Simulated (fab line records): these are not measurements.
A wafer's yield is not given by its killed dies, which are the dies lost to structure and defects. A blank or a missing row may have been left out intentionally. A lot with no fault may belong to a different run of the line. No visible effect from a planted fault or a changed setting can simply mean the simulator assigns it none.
fab line records ; flow nandHarc ; part 1 of 2: steps 1 to 23 of 29
record: lots: 5; wafers: 15; lastDay: 24
route steps=1159 shown A_ONON_D1@449 A_CHANNEL_HOLE_D1@450
lots that met no fault: taken from a fault-free run of the same line
startH: hours from the record's opening day to when the first of the lot's shown wafers began ; waitH: hours since the lot's step before ; " unchanged from the row above ; L1.1+2: one row covering several wafers at once ; - value missing, or start not given ; * or withheld: withheld ; < > ~ a bound
route shown NAME@n: a module of which the file shows steps, and the number in the route of the first ; usual: average and standard deviation across the fault-free wafers ; same: alike in all rows ; chamber/n: place in a boat ; sites: each site's reading ; _std_site: the values' standard deviation ; _edge_site: outer sites' mean less inner sites' ; radiusMm: how far each site lies from the wafer's centre ; mask NAME#n: copy n ; behind: tool/chamber where the wafer was last shaped ; hold: the reason the lot was held/the length of the hold in hours/how it ended ; device: the transistor (n, p or np) that didn't switch ; end of line: tests run on the same wafers once the route is complete ; a step without rows: its recipe alone ; killed: at the first sort, the dies lost to defects and structure; wafer yield is something else ; map: per-die view of a wafer (x killed, . not killed, _ where there is no die)
set.NAME: the setting that was run; set.NAME@STEP: the one run at that earlier step ; model.NAME: the simulator's own value behind a step, which no gauge read
lots at some steps of the route; a table a step, a row a wafer
services: when a tool's chamber went out of use (startH, in hours from the record's first day, below 0 if earlier), for how many hours, and the reason
== steps ==
step: NHARC_A_ONON_D1_INSPECT_32
usual: rawDefectCount: 73/25
lot.wafer;tool;chamber;startH;waitH;rawDefectCount
L081.1;defectInspect-02;-;212.79;0.0;93
L081.2;defectInspect-02;-;212.79;0.0;63
L081.5;defectInspect-02;-;212.79;0.0;88
L088.3;defectInspect-02;-;263.58;0.0;89
L088.5;defectInspect-02;-;263.58;0.0;64
L088.6;defectInspect-02;-;263.58;0.0;92
L090.2;defectInspect-01;-;274.02;0.0;72
L090.4;defectInspect-01;-;274.02;0.0;56
L090.6;defectInspect-01;-;274.02;0.0;122
L089.1;defectInspect-01;-;274.19;0.0;92
L089.2;defectInspect-01;-;274.19;0.0;96
L089.4;defectInspect-01;-;274.19;0.0;37
L095.1;defectInspect-01;-;298.88;0.0;63
L095.2;defectInspect-01;-;298.88;0.0;55
L095.4;defectInspect-01;-;298.88;0.0;74
step: NHARC_A_CHANNEL_HOLE_D1_DEP_00
recipe: targetThkA: 31000; tempC: 400; material: aC
usual: throttleValvePct: 34.999/0.0088
lot.wafer;tool;chamber;startH;waitH;throttleValvePct
L081.1;aclDep-02;0;213.39;0.6;34.983
L081.2;aclDep-02;0;213.39;0.6;35.004
L081.5;aclDep-02;0;213.39;0.6;34.988
L088.3;aclDep-01;0;264.28;0.7;34.987
L088.5;aclDep-01;0;264.28;0.7;35.000
L088.6;aclDep-01;0;264.28;0.7;34.990
L090.2;aclDep-03;0;276.97;3.0;34.995
L090.4;aclDep-03;0;276.97;3.0;35.001
L090.6;aclDep-03;0;276.97;3.0;34.991
L089.1;aclDep-02;0;278.07;3.9;34.993
L089.2;aclDep-02;0;278.07;3.9;35.002
L089.4;aclDep-02;0;278.07;3.9;35.012
L095.1;aclDep-02;0;300.39;1.5;35.004
L095.2;aclDep-02;0;300.39;1.5;34.991
L095.4;aclDep-02;0;300.39;1.5;34.998
step: NHARC_A_CHANNEL_HOLE_D1_DEP_01
recipe: targetThkA: 1400; targetThkNm: 140; tempC: 400; pressureTorr: 3.5; flowSccm: 200; rfW: 350; material: SiON
usual: heaterPowerW: 732/76
lot.wafer;tool;chamber;startH;waitH;heaterPowerW
L081.1;pecvd-04;2;215.35;1.6;742
L081.2;pecvd-04;0;215.35;1.6;793
L081.5;pecvd-04;1;215.35;1.6;666
L088.3;pecvd-04;1;265.58;1.0;620
L088.5;pecvd-04;1;265.58;1.0;633
L088.6;pecvd-04;2;265.58;1.0;760
L090.2;pecvd-03;2;278.64;1.3;809
L090.6;pecvd-03;2;278.64;1.3;824
L090.4;pecvd-03;0;278.64;1.3;615
L089.1;pecvd-01;2;279.97;1.6;764
L089.2;pecvd-01;1;279.97;1.6;731
L089.4;pecvd-01;0;279.97;1.6;753
L095.2;pecvd-01;1;302.70;1.7;731
L095.1;pecvd-01;0;302.70;1.7;695
L095.4;pecvd-01;0;302.70;1.7;697
step: NHARC_A_CHANNEL_HOLE_D1_DEHYDRATE_02
recipe: tempC: 150; timeS: 120
lot.wafer;tool;chamber;startH;waitH
L081.1+2+5;lithoTrack-06;0;215.62;0.2
L088.3+5+6;lithoTrack-01;0;265.85;0.2
L090.2+4+6;lithoTrack-06;0;278.88;0.2
L089.1+2+4;lithoTrack-04;0;280.24;0.2
L095.1+2+4;lithoTrack-04;0;302.97;0.2
step: NHARC_A_CHANNEL_HOLE_D1_HMDS_03
recipe: timeS: 30
lot.wafer;tool;chamber;startH;waitH
L081.1+2+5;lithoTrack-06;0;-;-
L088.3+5+6;lithoTrack-01;0;-;-
L090.2+4+6;lithoTrack-06;0;-;-
L089.1+2+4;lithoTrack-04;0;-;-
L095.1+2+4;lithoTrack-04;0;-;-
step: NHARC_A_CHANNEL_HOLE_D1_COAT_36
recipe: tempC: 260; timeS: 75
lot.wafer;tool;chamber;startH;waitH
L081.1+2+5;lithoTrack-06;0;-;-
L088.3+5+6;lithoTrack-01;0;-;-
L090.2+4+6;lithoTrack-06;0;-;-
L089.1+2+4;lithoTrack-04;0;-;-
L095.1+2+4;lithoTrack-04;0;-;-
step: NHARC_A_CHANNEL_HOLE_D1_COAT_37
recipe: tempC: 225; timeS: 65
lot.wafer;tool;chamber;startH;waitH
L081.1+2+5;lithoTrack-06;0;-;-
L088.3+5+6;lithoTrack-01;0;-;-
L090.2+4+6;lithoTrack-06;0;-;-
L089.1+2+4;lithoTrack-04;0;-;-
L095.1+2+4;lithoTrack-04;0;-;-
step: NHARC_A_CHANNEL_HOLE_D1_COAT_04
recipe: spinRpm: 1500; resistThkNm: 90
usual: dispensePressureKPa: 50.0/1.6
lot.wafer;tool;chamber;startH;waitH;dispensePressureKPa
L081.1;lithoTrack-06;0;-;-;49.3
L081.2;lithoTrack-06;0;-;-;49.3
L081.5;lithoTrack-06;0;-;-;49.3
L088.3;lithoTrack-01;0;-;-;52.7
L088.5;lithoTrack-01;0;-;-;52.8
L088.6;lithoTrack-01;0;-;-;52.7
L090.2;lithoTrack-06;0;-;-;49.3
L090.4;lithoTrack-06;0;-;-;49.3
L090.6;lithoTrack-06;0;-;-;49.3
L089.1;lithoTrack-04;0;-;-;48.9
L089.2;lithoTrack-04;0;-;-;48.8
L089.4;lithoTrack-04;0;-;-;48.8
L095.1;lithoTrack-04;0;-;-;48.8
L095.2;lithoTrack-04;0;-;-;48.9
L095.4;lithoTrack-04;0;-;-;48.8
step: NHARC_A_CHANNEL_HOLE_D1_SOFTBAKE_05
recipe: tempC: 105; timeS: 55
lot.wafer;tool;chamber;startH;waitH
L081.1+2+5;lithoTrack-06;0;-;-
L088.3+5+6;lithoTrack-01;0;-;-
L090.2+4+6;lithoTrack-06;0;-;-
L089.1+2+4;lithoTrack-04;0;-;-
L095.1+2+4;lithoTrack-04;0;-;-
step: NHARC_A_CHANNEL_HOLE_D1_EBR_06
lot.wafer;tool;chamber;startH;waitH
L081.1+2+5;lithoTrack-06;0;-;-
L088.3+5+6;lithoTrack-01;0;-;-
L090.2+4+6;lithoTrack-06;0;-;-
L089.1+2+4;lithoTrack-04;0;-;-
L095.1+2+4;lithoTrack-04;0;-;-
step: NHARC_A_CHANNEL_HOLE_D1_EXPOSE_07
recipe: na: 1.35; targetCdNm: 100; sigmaOuter: 0.3; doseMj: 59.65; maskId: HOLE_D1
lot.wafer;tool;chamber;startH;waitH;mask
L081.1+2+5;arfiScanner-03;0;215.80;-;HOLE_D1#0
L088.3+5+6;arfiScanner-02;0;266.05;-;HOLE_D1#0
L090.2+4+6;arfiScanner-03;0;279.19;-;HOLE_D1#0
L089.1+2+4;arfiScanner-01;0;280.64;-;HOLE_D1#0
L095.1+2+4;arfiScanner-02;0;303.16;-;HOLE_D1#0
step: NHARC_A_CHANNEL_HOLE_D1_PEB_08
recipe: pebTempC: 100; pebTimeS: 65
lot.wafer;tool;chamber;startH;waitH
L081.1+2+5;lithoTrack-01;0;215.86;0.1
L088.3+5+6;lithoTrack-04;0;266.10;0.0
L090.2+4+6;lithoTrack-04;0;279.25;0.1
L089.1+2+4;lithoTrack-01;0;280.70;0.1
L095.1+2+4;lithoTrack-06;0;303.22;0.1
step: NHARC_A_CHANNEL_HOLE_D1_DEVELOP_09
recipe: developTimeS: 35; devTempC: 23
lot.wafer;tool;chamber;startH;waitH
L081.1+2+5;lithoTrack-01;0;-;-
L088.3+5+6;lithoTrack-04;0;-;-
L090.2+4+6;lithoTrack-04;0;-;-
L089.1+2+4;lithoTrack-01;0;-;-
L095.1+2+4;lithoTrack-06;0;-;-
step: NHARC_A_CHANNEL_HOLE_D1_CD_MEAS_10
recipe: targetCdNm: 100; landingEnergyEv: 500
usual: cdNm: 99.7/0.6
lot.wafer;tool;chamber;startH;waitH;cdNm
L081.1;cdSem-01;0;215.94;-;100.2
L081.2;cdSem-01;0;215.94;-;99.3
L081.5;cdSem-01;0;215.94;-;100.3
L088.3;cdSem-02;0;266.18;-;99.3
L088.5;cdSem-02;0;266.18;-;100.0
L088.6;cdSem-02;0;266.18;-;99.6
L090.2;cdSem-03;0;279.33;-;100.6
L090.4;cdSem-03;0;279.33;-;100.0
L090.6;cdSem-03;0;279.33;-;100.0
L089.1;cdSem-03;0;280.78;-;100.3
L089.2;cdSem-03;0;280.78;-;99.9
L089.4;cdSem-03;0;280.78;-;99.1
L095.1;cdSem-01;0;303.30;-;98.5
L095.2;cdSem-01;0;303.30;-;99.6
L095.4;cdSem-01;0;303.30;-;99.6
step: NHARC_A_CHANNEL_HOLE_D1_OVL_MEAS_11
usual: overlayXNm: 0.0/0.67; overlayYNm: -0.1/1.1
lot.wafer;tool;chamber;startH;waitH;overlayXNm;overlayYNm
L081.1;overlay-01;-;216.03;-;0.5;0.5
L081.2;overlay-01;-;216.03;-;0.7;0.8
L081.5;overlay-01;-;216.03;-;0.4;0.0
L088.3;overlay-01;-;266.29;-;0.1;0.7
L088.5;overlay-01;-;266.29;-;0.3;0.1
L088.6;overlay-01;-;266.29;-;-0.2;0.6
L090.2;overlay-02;-;279.42;-;-0.3;0.2
L090.4;overlay-02;-;279.42;-;-0.4;-0.3
L090.6;overlay-02;-;279.42;-;-0.5;0.1
L089.1;overlay-01;-;280.87;-;0.0;1.3
L089.2;overlay-01;-;280.87;-;0.5;0.7
L089.4;overlay-01;-;280.87;-;0.4;0.2
L095.1;overlay-02;-;303.39;-;-0.1;0.5
L095.2;overlay-02;-;303.39;-;-0.1;-0.1
L095.4;overlay-02;-;303.39;-;0.0;0.0
step: NHARC_A_CHANNEL_HOLE_D1_INSPECT_12
usual: rawDefectCount: 5/3.1
lot.wafer;tool;chamber;startH;waitH;rawDefectCount
L081.1;defectInspect-01;-;216.07;0.0;12
L081.2;defectInspect-01;-;216.07;0.0;5
L081.5;defectInspect-01;-;216.07;0.0;7
L088.3;defectInspect-02;-;266.32;0.0;2
L088.5;defectInspect-02;-;266.32;0.0;5
L088.6;defectInspect-02;-;266.32;0.0;12
L090.2;defectInspect-02;-;279.46;0.0;8
L090.4;defectInspect-02;-;279.46;0.0;2
L090.6;defectInspect-02;-;279.46;0.0;12
L089.1;defectInspect-02;-;280.91;0.0;11
L089.2;defectInspect-02;-;280.91;0.0;4
L089.4;defectInspect-02;-;280.91;0.0;6
L095.1;defectInspect-01;-;303.42;0.0;7
L095.2;defectInspect-01;-;303.42;0.0;1
L095.4;defectInspect-01;-;303.42;0.0;2
step: NHARC_A_CHANNEL_HOLE_D1_DESCUM_15
recipe: timeS: 3; o2FlowSccm: 200; arFlowSccm: 0; biasPowerW: 0; chemistry: O2
usual: drypumpMotorCurrentA: 5.8/0.36; oesProductAu: 0.996/0.014; rfVppV: 58.0/0.88; showerheadPlenumPTorr: 1.93/0.066; throttleValvePct: 11.312/0.0087
lot.wafer;tool;chamber;startH;waitH;drypumpMotorCurrentA;oesProductAu;rfHoursCounterH;rfVppV;showerheadPlenumPTorr;throttleValvePct
L081.2;rieDiel-08;2;216.13;0.1;5.7;0.983;5.0;57.2;1.84;11.303
L081.1;rieDiel-08;3;216.13;0.1;5.7;1.004;4.4;59.7;1.93;11.314
L081.5;rieDiel-08;2;216.13;0.1;5.7;0.982;-;58.1;1.84;11.318
L088.3;rieDiel-08;2;266.38;0.1;5.7;0.978;6.9;57.2;1.84;11.323
L088.5;rieDiel-08;2;266.38;0.1;5.7;0.975;-;58.4;1.84;11.310
L088.6;rieDiel-08;3;266.38;0.1;5.7;1.006;-;57.5;1.93;11.319
L090.2;rieDiel-10;3;279.52;0.1;6.6;1.020;8.0;59.4;2.05;11.305
L090.4;rieDiel-10;0;279.52;0.1;5.7;1.004;8.0;58.5;1.96;11.314
L090.6;rieDiel-10;3;279.52;0.1;6.6;1.011;-;59.0;2.05;11.307
L089.1;rieDiel-09;3;280.97;0.1;6.0;0.998;1.7;56.1;1.91;11.322
L089.2;rieDiel-09;0;280.97;0.1;5.3;0.993;1.7;58.5;2.04;11.326
L089.4;rieDiel-09;1;280.97;0.1;6.3;0.996;1.1;57.1;1.90;11.307
L095.1;rieDiel-10;0;303.49;0.1;5.7;1.002;10.3;58.5;1.96;11.321
L095.2;rieDiel-10;1;303.49;0.1;5.6;1.021;9.7;59.1;1.98;11.316
L095.4;rieDiel-10;3;303.49;0.1;6.6;1.023;9.4;57.2;2.05;11.300
step: NHARC_A_CHANNEL_HOLE_D1_ETCH_38
recipe: targetDepthA: 390; overEtchFrac: 0.3; timeS: 65; ionEnergyEv: 80; cf4FlowSccm: 150; arFlowSccm: 0; rfW: 300; biasW: 100; chemistry: CF4
usual: drypumpMotorCurrentA: 5.8/0.35; oesProductAu: 0.995/0.014; rfVppV: 151.4/1.1; showerheadPlenumPTorr: 1.78/0.057; throttleValvePct: 13.284/0.01
same: overEtchFrac: 0.3
lot.wafer;tool;chamber;startH;waitH;drypumpMotorCurrentA;oesProductAu;rfHoursCounterH;rfVppV;showerheadPlenumPTorr;throttleValvePct
L081.2;rieDiel-08;3;216.23;0.1;5.7;0.999;4.4;151.4;1.78;13.272
L081.1;rieDiel-08;0;216.23;0.1;5.8;0.975;4.8;153.5;1.78;13.304
L081.5;rieDiel-08;1;216.23;0.1;5.7;0.995;-;150.3;1.68;13.280
L088.3;rieDiel-08;2;266.49;0.1;5.7;0.968;6.9;150.5;1.70;13.294
L088.5;rieDiel-08;3;266.49;0.1;5.7;1.004;-;151.1;1.78;13.271
L088.6;rieDiel-08;0;266.49;0.1;5.8;0.981;-;151.5;1.78;13.276
L090.2;rieDiel-10;2;279.60;0.1;6.1;0.994;6.6;150.5;1.77;13.288
L090.4;rieDiel-10;3;279.60;0.1;6.6;1.031;8.0;153.7;1.88;13.265
L090.6;rieDiel-10;3;279.60;0.1;6.6;1.030;-;150.9;1.88;13.298
L089.2;rieDiel-09;2;281.05;0.1;5.1;0.996;2.2;150.4;1.79;13.282
L089.1;rieDiel-09;3;281.05;0.1;6.0;0.984;1.7;151.7;1.76;13.284
L089.4;rieDiel-09;1;281.05;0.1;6.3;0.986;1.1;150.5;1.76;13.275
L095.1;rieDiel-10;0;303.57;0.1;5.7;0.998;10.3;151.3;1.81;13.274
L095.4;rieDiel-10;1;303.57;0.1;5.6;1.010;9.7;151.9;1.82;13.270
L095.2;rieDiel-10;3;303.57;0.1;6.5;1.022;9.5;152.1;1.88;13.279
step: NHARC_A_CHANNEL_HOLE_D1_ETCH_39
recipe: targetDepthA: 2600; overEtchFrac: 0.3; timeS: 325; ionEnergyEv: 200; n2FlowSccm: 150; h2FlowSccm: 150; arFlowSccm: 0; rfW: 400; biasW: 150; chemistry: N2/H2
usual: drypumpMotorCurrentA: 5.8/0.37; oesProductAu: 0.998/0.014; rfVppV: 430.8/2.2; showerheadPlenumPTorr: 2.06/0.077; throttleValvePct: 14.171/0.0092
same: overEtchFrac: 0.3
lot.wafer;tool;chamber;startH;waitH;drypumpMotorCurrentA;oesProductAu;rfHoursCounterH;rfVppV;showerheadPlenumPTorr;throttleValvePct
L081.2;rieDiel-08;0;-;-;5.8;0.981;4.9;430.4;2.05;14.167
L081.1;rieDiel-08;1;-;-;5.8;0.992;5.3;426.9;1.92;14.179
L081.5;rieDiel-08;0;-;-;5.8;0.977;-;431.3;2.05;14.172
L088.3;rieDiel-08;1;-;-;5.8;0.994;7.2;427.4;1.92;14.156
L088.6;rieDiel-08;0;-;-;5.8;0.978;-;431.9;2.05;14.171
L088.5;rieDiel-08;1;-;-;5.8;1.010;-;427.7;1.92;14.176
L090.4;rieDiel-10;3;-;-;6.5;1.018;8.1;435.3;2.19;14.165
L090.2;rieDiel-10;0;-;-;5.7;1.014;8.0;430.4;2.09;14.152
L090.6;rieDiel-10;3;-;-;6.6;1.020;-;435.7;2.19;14.183
L089.1;rieDiel-09;0;-;-;5.3;0.993;1.7;434.4;2.18;14.182
L089.2;rieDiel-09;1;-;-;6.3;0.993;1.1;430.6;2.03;14.189
L089.4;rieDiel-09;2;-;-;5.1;0.984;2.2;432.4;2.07;14.166
L095.1;rieDiel-10;3;-;-;6.6;1.020;9.5;433.4;2.19;14.171
L095.4;rieDiel-10;0;-;-;5.7;1.012;10.4;430.9;2.09;14.167
L095.2;rieDiel-10;2;-;-;6.1;0.989;8.9;431.3;2.05;14.165
step: NHARC_A_CHANNEL_HOLE_D1_ETCH_34
recipe: targetDepthA: 1540; timeS: 77; cf4FlowSccm: 100; chf3FlowSccm: 30; arFlowSccm: 0; rfW: 500; biasW: 200; chemistry: CF4/CHF3
usual: chf3FlowSccm: 30.00/0.1; drypumpMotorCurrentA: 5.8/0.35; oesProductAu: 0.947/0.026; rfVppV: 371.1/1.9; showerheadPlenumPTorr: 1.59/0.051; throttleValvePct: 16.802/0.0093
lot.wafer;tool;chamber;startH;waitH;chf3FlowSccm;drypumpMotorCurrentA;oesProductAu;rfHoursCounterH;rfVppV;showerheadPlenumPTorr;throttleValvePct
L081.2;rieDiel-08;0;-;-;29.89;5.8;0.904;5.0;369.6;1.58;16.804
L081.1;rieDiel-08;1;-;-;29.97;5.8;0.920;5.3;366.7;1.49;16.813
L081.5;rieDiel-08;3;-;-;29.91;5.6;0.927;-;370.8;1.59;16.811
L088.3;rieDiel-08;3;-;-;30.09;5.7;0.966;6.4;369.7;1.59;16.785
L088.5;rieDiel-08;3;-;-;29.98;5.7;0.973;-;369.6;1.59;16.783
L088.6;rieDiel-08;0;-;-;30.25;5.8;0.954;-;371.6;1.58;16.816
L090.4;rieDiel-10;0;-;-;29.92;5.7;0.972;8.2;372.9;1.61;16.796
L090.2;rieDiel-10;2;-;-;30.06;6.1;0.958;6.7;369.8;1.58;16.776
L090.6;rieDiel-10;0;-;-;29.92;5.7;0.985;-;372.3;1.61;16.799
L089.4;rieDiel-09;2;-;-;30.00;5.1;0.970;2.3;371.5;1.59;16.785
L089.2;rieDiel-09;3;-;-;30.16;6.1;0.951;1.9;371.4;1.57;16.808
L089.1;rieDiel-09;1;-;-;29.93;6.3;0.964;1.3;371.1;1.56;16.794
L095.1;rieDiel-10;0;-;-;29.80;5.7;0.923;10.5;372.6;1.61;16.813
L095.4;rieDiel-10;1;-;-;29.86;5.6;0.935;9.8;373.4;1.62;16.796
L095.2;rieDiel-10;2;-;-;29.88;6.0;0.917;9.0;369.9;1.58;16.793
step: NHARC_A_CHANNEL_HOLE_D1_ETCH_16
recipe: targetDepthA: 31000; overEtchFrac: 0.3; timeS: 806; ionEnergyEv: 150; o2FlowSccm: 400; cosFlowSccm: 20; arFlowSccm: 0; rfW: 500; biasW: 300; chemistry: O2/COS
usual: drypumpMotorCurrentA: 5.8/0.35; oesProductAu: 0.997/0.015; rfVppV: 314.4/1.7; showerheadPlenumPTorr: 3.14/0.11; throttleValvePct: 28.330/0.0087
same: overEtchFrac: 0.3
lot.wafer;tool;chamber;startH;waitH;drypumpMotorCurrentA;oesProductAu;rfHoursCounterH;rfVppV;showerheadPlenumPTorr;throttleValvePct
L081.1;rieDiel-08;1;-;-;5.8;0.990;5.4;312.7;2.96;28.325
L081.2;rieDiel-08;3;-;-;5.7;1.005;4.8;314.8;3.15;28.329
L081.5;rieDiel-08;1;-;-;5.8;1.001;-;310.8;2.96;28.334
L088.3;rieDiel-08;2;-;-;5.7;0.972;7.1;311.9;3.00;28.347
L088.5;rieDiel-08;0;-;-;5.8;0.977;-;315.4;3.14;28.343
L088.6;rieDiel-08;1;-;-;5.8;0.990;-;311.8;2.95;28.333
L090.4;rieDiel-10;1;-;-;5.6;1.023;7.5;316.1;3.22;28.345
L090.2;rieDiel-10;2;-;-;6.1;0.998;6.8;313.3;3.13;28.333
L090.6;rieDiel-10;2;-;-;6.1;0.993;-;314.5;3.13;28.341
L089.1;rieDiel-09;0;-;-;5.3;0.977;2.0;317.6;3.32;28.319
L089.2;rieDiel-09;1;-;-;6.3;0.986;1.4;313.5;3.10;28.333
L089.4;rieDiel-09;3;-;-;6.0;0.994;2.0;315.4;3.11;28.342
L095.2;rieDiel-10;1;-;-;5.6;1.012;10.0;316.5;3.22;28.328
L095.1;rieDiel-10;2;-;-;6.1;0.985;9.1;316.3;3.13;28.330
L095.4;rieDiel-10;0;-;-;5.7;1.006;10.7;316.5;3.19;28.326
step: NHARC_A_CHANNEL_HOLE_D1_CD_MEAS_18
usual: cdNm: 99/3.9
lot.wafer;tool;chamber;startH;waitH;cdNm
L081.1;cdSem-01;-;217.23;-;103
L081.2;cdSem-01;-;217.23;-;100
L081.5;cdSem-01;-;217.23;-;102
L088.3;cdSem-01;-;267.49;-;94
L088.5;cdSem-01;-;267.49;-;103
L088.6;cdSem-01;-;267.49;-;106
L090.2;cdSem-03;-;280.63;-;95
L090.4;cdSem-03;-;280.63;-;98
L090.6;cdSem-03;-;280.63;-;100
L089.1;cdSem-01;-;282.08;-;96
L089.2;cdSem-01;-;282.08;-;98
L089.4;cdSem-01;-;282.08;-;95
L095.1;cdSem-01;-;304.60;-;96
L095.2;cdSem-01;-;304.60;-;97
L095.4;cdSem-01;-;304.60;-;94
step: NHARC_A_CHANNEL_HOLE_D1_ETCH_19
recipe: biasV: 1200; sourceW: 2500; pressureMtorr: 15; timeS: 34.5; arFlowSccm: 375; c4f8FlowSccm: 28.8; o2FlowSccm: 96.2; tempC: -20; targetDepthA: *; chemistry: C4F8/O2/Ar
usual: drypumpMotorCurrentA: 5.7/0.32; showerheadPlenumPTorr: 3.86/0.058; throttleValvePct: 37.039/0.0089
lot.wafer;tool;chamber;startH;waitH;drypumpMotorCurrentA;rfHoursCounterH;showerheadPlenumPTorr;throttleValvePct
L081.1;harEtch-01;0;217.31;0.1;5.3;210;3.78;37.045
L081.2;harEtch-01;1;217.31;0.1;6.1;210;3.86;37.039
L081.5;harEtch-01;1;217.31;0.1;6.1;-;3.86;37.048
L088.3;harEtch-01;0;267.60;0.1;5.3;-;3.77;37.039
L088.6;harEtch-01;0;267.60;0.1;5.3;-;3.77;37.026
L088.5;harEtch-01;1;267.60;0.1;6.2;-;3.85;37.051
L090.2;harEtch-01;1;280.93;0.3;6.2;240;3.84;37.049
L090.4;harEtch-01;0;280.93;0.3;5.3;-;3.76;37.043
L090.6;harEtch-01;0;280.93;0.3;5.2;-;3.76;37.049
L089.1;harEtch-02;0;284.31;2.2;5.6;142;3.90;37.042
L089.2;harEtch-02;1;284.31;2.2;5.9;142;3.90;37.039
L089.4;harEtch-02;0;284.31;2.2;5.6;-;3.90;37.043
L095.1;harEtch-01;1;304.67;0.1;6.1;253;3.84;37.051
L095.2;harEtch-01;0;304.67;0.1;5.3;253;3.75;37.042
L095.4;harEtch-01;0;304.67;0.1;5.3;-;3.75;37.026
